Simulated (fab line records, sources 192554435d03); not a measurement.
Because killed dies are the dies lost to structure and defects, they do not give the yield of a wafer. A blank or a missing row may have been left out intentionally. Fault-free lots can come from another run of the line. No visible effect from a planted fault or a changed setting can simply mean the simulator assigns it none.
fab line records    flow n5_finfet
record: lots: 9  wafers: 27  last_day: 17
route steps=1938 shown GATE_CUT@477 BEOL_M4@1111
lots untouched by any fault: they come from a run of this same line in which no faults occurred
start_h: the number of hours between the record's first day and the start of the first shown wafer of the lot    wait_h: hours since the lot's step before    " repeats the value in the row above    L1.1+2: a row that stands for several wafers    - no value, or no start given    * or withheld: withheld    < > ~ a bound
route shown NAME@n: names a module that has steps shown in the file, with the first one's number in the route    usual: the fault-free wafers' mean and standard deviation    same: alike in all rows    chamber/n: place in a boat    sites: readings site by site    _std_site: the standard deviation of these    _edge_site: the outer-site mean with the inner-site mean subtracted    radius_mm: how far each site lies from the wafer's centre    mask NAME#n: copy n    behind: tool/chamber where the wafer was last shaped    hold: why the lot was held/for how many hours/how that ended    device: names the non-switching transistor (n, p or np)    end of line: tests of these same wafers at the route's end    a step given without rows: its recipe and nothing more    killed: dies lost to structure and defects at the first sort, not the wafer's yield    map: per-die view of a wafer (x killed, . not killed, _ where there is no die)
set.NAME: the setting that was run; set.NAME@STEP: the one run at that earlier step    model.NAME: the simulator's own value behind a step, which no gauge read
one table for each step of the route and one row for each wafer, over a sample of lots
services: a tool's chamber out of use, with start hour (start_h, from the record's first day; less than 0 if before it), hours out, and reason
== steps ==
step: N5_GATE_CUT_HM_DEP_46
recipe: material: SiO2  target_thk_a: 1300  temp_c: 400  precursor: TEOS/O2  pressure_torr: 6.5  rf_w: 900  teos_flow_sccm: 161.4  gas: O2  flow_sccm: 2650  time_s: 26.6
usual: heater_power_w: 465/82  showerhead_plenum_p_Torr: 8.34/0.033  showerhead_vpp_V: 1868/72  throttle_valve_pct: 18.3/0.65
lot.wafer  tool      chamber  start_h  wait_h  heater_power_w  showerhead_plenum_p_Torr  showerhead_vpp_V  throttle_valve_pct
L860.1     pecvd-03  0        82.70    0.1     453             8.33                      1900              18.1
L860.3     "         1        "        "       404             8.30                      1917              18.0
L860.5     "         0        "        "       444             8.34                      1899              18.2
L867.2     pecvd-03  2        140.04   0.0     640             8.30                      1679              18.0
L867.4     "         1        "        "       369             8.33                      1907              17.9
L867.5     "         2        "        "       479             8.29                      1687              17.7
L868.3     pecvd-03  1        142.84   0.0     417             8.35                      1892              17.8
L868.4     "         1        "        "       433             8.34                      1944              17.8
L868.5     "         0        "        "       486             8.33                      1919              18.4
L870.1     pecvd-03  2        145.32   0.0     492             8.31                      1675              17.9
L870.3     "         0        "        "       560             8.35                      1875              18.2
L870.5     "         2        "        "       497             8.29                      1679              17.8
L869.1     pecvd-01  0        145.81   0.0     360             8.35                      1938              18.8
L869.3     "         1        "        "       434             8.35                      1889              18.6
L869.5     "         1        "        "       427             8.33                      1910              18.9
L871.2     pecvd-03  2        155.65   0.0     637             8.29                      1680              18.0
L871.4     "         1        "        "       454             8.32                      1911              17.9
L871.5     "         0        "        "       553             8.33                      1878              18.2
L872.2     pecvd-02  1        162.80   0.0     578             8.38                      1904              19.0
L872.4     "         1        "        "       602             8.39                      1860              19.1
L872.6     "         0        "        "       453             8.28                      1866              19.4
L874.3     pecvd-03  0        169.50   0.1     592             8.33                      1914              18.0
L874.4     "         1        "        "       446             8.32                      1910              18.0
L874.5     "         0        "        "       428             8.35                      1901              18.1
L882.1     pecvd-01  2        222.04   0.0     367             8.36                      1842              18.4
L882.2     "         0        "        "       453             8.34                      1961              18.6
L882.6     "         0        "        "       461             8.34                      1945              18.5
step: N5_GATE_CUT_STRIP_41
recipe: chemistry: CF4  resist: SiARC  power_w: 300  bias_power_w: 75  pressure_mtorr: 50  cf4_flow_sccm: 150  rf_frequency_hz: 6e+07
usual: cf4_flow_sccm: 150.0/0.42  drypump_motor_current_A: 5.7/0.5  oes_product_au: 0.184/0.019  rf_vpp_V: 271.4/1.7  showerhead_plenum_p_Torr: 1.80/0.062  throttle_valve_pct: 13.61/0.25
lot.wafer  tool         chamber  start_h  wait_h  cf4_flow_sccm  drypump_motor_current_A  oes_product_au  rf_hours_counter_h  rf_vpp_V  showerhead_plenum_p_Torr  throttle_valve_pct
L860.1     rie_diel-06  3        83.38    0.0     149.5          6.5                      0.193           51                  270.7     1.75                      13.45
L860.3     "            1        "        "       149.6          5.5                      0.176           152                 270.5     1.73                      13.54
L860.5     "            2        "        "       149.7          6.5                      0.185           -                   272.0     1.80                      13.66
L867.2     rie_diel-02  0        140.85   0.0     150.7          5.1                      0.226           1                   273.7     1.91                      13.63
L867.4     "            2        "        "       151.0          5.1                      0.194           77                  269.8     1.74                      13.44
L867.5     "            1        "        "       150.6          5.6                      0.179           -                   274.4     1.87                      13.61
L868.3     rie_diel-06  2        143.65   0.0     150.2          6.5                      0.175           141                 271.2     1.80                      13.68
L868.4     "            0        "        "       149.7          5.7                      0.211           31                  272.0     1.83                      13.21
L868.5     "            0        "        "       149.7          5.7                      0.199           -                   272.1     1.82                      13.19
L870.1     rie_diel-06  2        146.13   0.0     150.4          6.5                      0.184           141                 270.1     1.80                      13.69
L870.3     "            0        "        "       150.4          5.7                      0.196           32                  272.1     1.83                      13.22
L870.5     "            0        "        "       149.6          5.7                      0.198           -                   271.8     1.82                      13.20
L869.1     rie_diel-05  2        146.62   0.0     149.6          5.4                      0.171           167                 271.2     1.79                      13.88
L869.3     "            3        "        "       150.3          5.7                      0.157           242                 267.2     1.71                      13.93
L869.5     "            3        "        "       150.9          5.7                      0.153           -                   268.8     1.71                      13.93
L871.2     rie_diel-05  2        156.47   0.0     149.8          5.4                      0.171           169                 270.6     1.79                      13.88
L871.4     "            1        "        "       150.7          5.8                      0.175           170                 272.2     1.86                      13.74
L871.5     "            2        "        "       149.3          5.4                      0.174           -                   271.9     1.79                      13.89
L872.2     rie_diel-06  1        163.61   0.0     150.0          5.5                      0.175           175                 269.8     1.72                      13.59
L872.4     "            2        "        "       149.7          6.5                      0.178           145                 271.9     1.80                      13.69
L872.6     "            2        "        "       150.2          6.5                      0.179           -                   271.1     1.80                      13.69
L874.3     rie_diel-02  2        170.30   0.0     149.9          5.1                      0.189           87                  267.1     1.74                      13.44
L874.4     "            3        "        "       150.7          6.6                      0.220           3                   271.9     1.83                      13.16
L874.5     "            3        "        "       150.3          6.6                      0.225           -                   271.8     1.83                      13.15
L882.1     rie_diel-06  1        222.72   0.0     150.1          5.5                      0.174           193                 268.8     1.71                      13.62
L882.2     "            3        "        "       150.4          6.6                      0.194           91                  269.6     1.74                      13.56
L882.6     "            0        "        "       150.3          5.7                      0.186           -                   272.5     1.82                      13.23
step: N5_GATE_CUT_VAPOR_ETCH_49
recipe: chemistry: BCl3/Cl2  target: TiAlC  mode: isotropic
usual: drypump_motor_current_A: 5.8/0.4  oes_product_au: 0.73/0.11
lot.wafer  tool          chamber  start_h  wait_h  drypump_motor_current_A  oes_product_au
L860.1     rie_metal-03  0        83.76    0.0     6.5                      0.89
L860.3     "             1        "        "       5.9                      0.59
L860.5     "             1        "        "       6.0                      0.59
L867.2     rie_metal-03  0        141.23   0.0     6.4                      0.86
L867.4     "             1        "        "       6.0                      0.99
L867.5     "             0        "        "       6.5                      0.85
L868.3     rie_metal-02  0        144.04   0.0     5.7                      0.71
L868.4     "             1        "        "       6.3                      0.89
L868.5     "             1        "        "       6.3                      0.89
L870.1     rie_metal-01  1        146.50   0.0     5.3                      0.62
L870.3     "             1        "        "       5.3                      0.63
L870.5     "             0        "        "       5.4                      0.70
L869.1     rie_metal-01  1        147.00   0.0     5.3                      0.61
L869.3     "             0        "        "       5.5                      0.70
L869.5     "             0        "        "       5.5                      0.69
L871.2     rie_metal-02  0        156.85   0.0     5.7                      0.71
L871.4     "             0        "        "       5.7                      0.71
L871.5     "             1        "        "       6.3                      0.88
L872.2     rie_metal-02  1        163.99   0.0     6.3                      0.89
L872.4     "             1        "        "       6.3                      0.88
L872.6     "             1        "        "       6.3                      0.88
L874.3     rie_metal-02  1        170.68   0.0     6.2                      0.87
L874.4     "             0        "        "       5.8                      0.70
L874.5     "             0        "        "       5.8                      0.70
L882.1     rie_metal-01  0        223.10   0.0     5.4                      0.68
L882.2     "             1        "        "       5.3                      0.61
L882.6     "             0        "        "       5.5                      0.69
step: N5_GATE_CUT_ALD_22
recipe: material: SiNx  target_thk_a: 160  temp_c: 400  ald_precursor_family: SiH2I2  ald_co_reactant: N2/H2-plasma  pulse_time_s: 1  ald_cycles: 320  purge_time_s: 2  co_reactant_purge_time_s: 2  pressure_torr: 2
usual: ald_cycles: 320/0  heater_power_w: 831/79  precursor_pulse_height_rel: 1.000/0.02
lot.wafer  tool        chamber  start_h  wait_h  ald_cycles  heater_power_w  precursor_pulse_height_rel
L860.1     ald_sin-03  2        84.00    0.0     320         923             1.006
L860.3     "           0        "        "       320         768             0.986
L860.5     "           2        "        "       320         907             0.979
L867.2     ald_sin-03  2        141.46   0.0     320         847             0.988
L867.4     "           3        "        "       320         796             0.987
L867.5     "           0        "        "       320         792             1.014
L868.3     ald_sin-01  0        144.67   0.4     320         1043            0.979
L868.4     "           2        "        "       320         707             1.021
L868.5     "           0        "        "       320         1049            1.002
L870.1     ald_sin-04  1        146.74   0.0     320         779             1.022
L870.3     "           0        "        "       320         890             0.988
L870.5     "           1        "        "       320         777             0.996
L869.1     ald_sin-01  1        147.23   0.0     320         872             0.997
L869.3     "           2        "        "       320         716             1.006
L869.5     "           3        "        "       320         812             1.036
L871.2     ald_sin-04  3        157.08   0.0     320         720             0.978
L871.4     "           0        "        "       320         915             0.977
L871.5     "           0        "        "       320         917             1.023
L872.2     ald_sin-04  2        164.23   0.0     385         879             0.987
L872.4     "           1        "        "       385         781             0.995
L872.6     "           1        "        "       385         768             1.041
L874.3     ald_sin-04  1        171.39   0.5     385         779             0.991
L874.4     "           2        "        "       385         882             0.995
L874.5     "           0        "        "       385         908             1.004
L882.1     ald_sin-03  0        223.34   0.0     320         805             0.993
L882.2     "           1        "        "       320         853             1.016
L882.6     "           3        "        "       320         790             0.967
step: N5_GATE_CUT_CMP_23
recipe: stop_on: SiO2  t_overpolish_s: 23.4  post_cmp_clean: alkaline_brush  down_force_psi: 2.5  platen_rpm: 51.8  pad_velocity_m_s: 1.0307  target_thk_nm: 16
usual: head_pressure_psi: 2.500/0.0056  motor_current_A: 9.3/1  time_to_endpoint_s: 19.3/1.9
lot.wafer  tool    chamber  start_h  wait_h  head_pressure_psi  motor_current_A  time_to_endpoint_s
L860.1     cmp-02  3        85.49    0.8     2.502              10.9             19.4
L860.3     "       2        "        "       2.484              8.1              21.9
L860.5     "       3        "        "       2.503              10.8             18.9
L867.2     cmp-04  1        142.95   0.8     2.500              10.8             20.7
L867.4     "       3        "        "       2.499              9.2              19.9
L867.5     "       1        "        "       2.496              11.0             20.3
L868.4     cmp-04  3        146.20   0.8     2.506              8.8              19.6
L868.3     "       0        "        "       2.496              8.3              21.5
L868.5     "       2        "        "       2.496              7.8              19.0
L870.1     cmp-01  0        148.23   0.8     2.503              10.1             18.0
L870.3     "       2        "        "       2.494              10.1             17.8
L870.5     "       0        "        "       2.495              10.0             18.2
L869.1     cmp-01  3        148.72   0.8     2.507              9.7              17.9
L869.3     "       1        "        "       2.493              10.0             19.3
L869.5     "       3        "        "       2.507              9.1              19.5
L871.2     cmp-01  3        158.57   0.8     2.509              9.3              21.0
L871.4     "       2        "        "       2.494              11.0             21.3
L871.5     "       3        "        "       2.502              9.4              21.4
L872.2     cmp-01  3        165.72   0.8     2.511              9.6              25.4
L872.4     "       1        "        "       2.502              9.6              28.3
L872.6     "       0        "        "       2.500              9.7              25.7
L874.4     cmp-02  1        172.88   0.8     2.498              8.5              22.9
L874.3     "       3        "        "       2.500              10.7             22.8
L874.5     "       2        "        "       2.510              8.4              24.8
L882.2     cmp-02  1        224.86   0.8     2.497              8.3              17.6
L882.1     "       2        "        "       2.491              8.4              19.1
L882.6     "       0        "        "       2.501              8.5              17.6
step: N5_BEOL_M4_RC_MEAS_101
usual: DIBL_N: 36.3/1.2  DIBL_P: 36.7/1.5  IOFF_N: 0.164/0.02  IOFF_P: 0.214/0.024  ION_N: 673/8.5  ION_P: 461/5.9  SS_N: 71.6/0.44  SS_P: 73.3/0.55  VT_N: 249.4/2.4  VT_P: -250.0/2.3
lot.wafer  tool       chamber  start_h  wait_h  DIBL_N[mV/V]  DIBL_P[mV/V]  IOFF_N[nA/um]  IOFF_P[nA/um]  ION_N[uA/um]  ION_P[uA/um]  SS_N[mV/dec]  SS_P[mV/dec]  VT_N[mV]  VT_P[mV]
L860.1     prober-01  0        158.09   0.0     36.3          35.8          0.162          0.194          674           458           71.9          73.4          249.4     -251.8
L860.3     "          0        "        "       35.6          34.9          0.149          0.182          654           449           71.7          73.3          250.6     -255.3
L860.5     "          0        "        "       36.4          35.2          0.160          0.188          655           453           71.4          74.0          249.2     -251.0
L867.2     prober-02  0        225.39   0.2     34.4          35.5          0.140          0.198          668           457           71.3          72.5          252.3     -248.4
L867.4     "          0        "        "       36.3          37.5          0.174          0.229          675           464           71.7          73.4          248.8     -248.3
L867.5     "          0        "        "       35.7          36.6          0.159          0.215          668           458           71.5          73.4          250.5     -249.8
L870.1     prober-01  0        230.53   0.0     35.0          35.5          0.152          0.205          681           469           71.4          73.2          250.3     -251.2
L870.3     "          0        "        "       35.4          36.4          0.167          0.214          678           463           71.4          73.4          247.4     -250.8
L870.5     "          0        "        "       36.1          37.2          0.175          0.225          676           459           71.8          73.9          247.5     -248.6
L869.1     prober-01  0        232.24   0.0     36.3          37.8          0.171          0.235          689           472           71.7          73.8          245.1     -249.2
L869.3     "          0        "        "       36.8          38.2          0.169          0.243          678           466           71.7          72.6          248.6     -249.1
L869.5     "          0        "        "       36.5          37.6          0.159          0.227          676           464           71.7          73.7          250.6     -249.4
L871.2     prober-02  0        233.36   0.2     38.5          39.1          0.217          0.266          692           470           72.3          74.8          247.0     -248.6
L871.4     "          0        "        "       36.8          37.5          0.172          0.242          673           459           72.2          74.5          250.8     -247.8
L871.5     "          0        "        "       35.9          35.4          0.151          0.201          667           456           71.6          73.4          251.7     -251.3
L868.3     prober-01  0        234.01   0.3     36.1          37.7          0.172          0.219          683           464           71.6          73.4          248.2     -248.6
L868.4     "          0        "        "       35.7          37.2          0.164          0.210          677           464           72.1          73.6          248.6     -251.2
L868.5     "          0        "        "       37.2          39.5          0.199          0.248          689           465           72.6          75.0          244.6     -247.5
L872.2     prober-02  0        247.90   0.2     37.8          36.6          0.164          0.201          673           456           71.4          73.5          248.8     -251.1
L872.4     "          0        "        "       36.2          35.0          0.148          0.183          663           451           71.5          73.3          250.9     -253.0
L872.6     "          0        "        "       37.2          35.5          0.161          0.202          663           451           72.0          73.1          250.2     -249.0
L874.3     prober-01  0        254.05   0.3     37.2          36.8          0.174          0.223          675           460           72.2          73.9          251.4     -249.7
L874.4     "          0        "        "       36.6          36.3          0.165          0.218          671           460           71.4          73.3          248.3     -249.7
L874.5     "          0        "        "       36.7          36.4          0.160          0.224          678           467           72.6          73.4          253.3     -249.6
L882.1     prober-02  0        302.79   0.0     38.4          38.8          0.186          0.236          677           466           71.4          73.5          249.3     -249.4
L882.2     "          0        "        "       39.1          39.1          0.205          0.240          685           467           72.2          73.5          246.7     -248.1
L882.6     "          0        "        "       37.7          37.5          0.175          0.207          684           463           71.6          72.5          248.6     -252.9
== services ==
tool          chamber  start_h  hours  kind
ald_sin-01    1        59.55    1.4    repair
cmp-01        -        66.24    3.9    pm
cmp-02        -        68.16    3.3    repair
ald_sin-03    2        78.97    1.4    repair
rie_diel-02   1        79.45    2.7    repair
cmp-01        -        82.45    2.5    repair
ald_sin-04    -        85.12    6.0    pm
ald_sin-03    -        85.46    14.0   pm
rie_diel-05   3        87.43    14.2   repair
rie_diel-02   0        89.49    2.7    repair
rie_metal-02  -        101.95   14.6   pm
rie_diel-06   1        113.05   1.8    repair
rie_diel-02   2        113.09   5.5    repair
ald_sin-04    2        114.10   2.2    repair
ald_sin-03    -        114.28   0.5    repair
ald_sin-03    -        132.48   2.8    pm
ald_sin-04    -        136.39   2.8    pm
cmp-02        -        142.18   7.5    pm
cmp-02        -        153.77   4.0    pm
ald_sin-03    -        166.32   13.6   repair
pecvd-03      2        166.60   19.3   repair
ald_sin-04    -        177.00   14.0   pm
ald_sin-03    -        179.96   6.0    pm
rie_metal-02  -        190.48   2.7    repair
== key ==
first_sign: step: N5_GATE_CUT_ALD_22  reading: ald_cycles  direction: up  sigmas: 99+  usual: *  struck: *
effect: step: N5_GATE_CUT_CMP_23  reading: time_to_endpoint_s  direction: up  sigmas: 3  usual: *  struck: *
met_at N5_GATE_CUT_ALD_22
struck_lots L872,L874
not_acting_at N5_GATE_CUT_HM_DEP_46,N5_GATE_CUT_STRIP_41,N5_GATE_CUT_VAPOR_ETCH_49
onset_between 157.08 164.23
fault: kind: process_parameter_drift  tool: ald_sin-04  chamber: -  onset_h: 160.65  steps: N5_GATE_CUT_ALD_22  channel: ald_cycles  offset: *  shape: step  end_h: 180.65  acts_in: *  stated: *
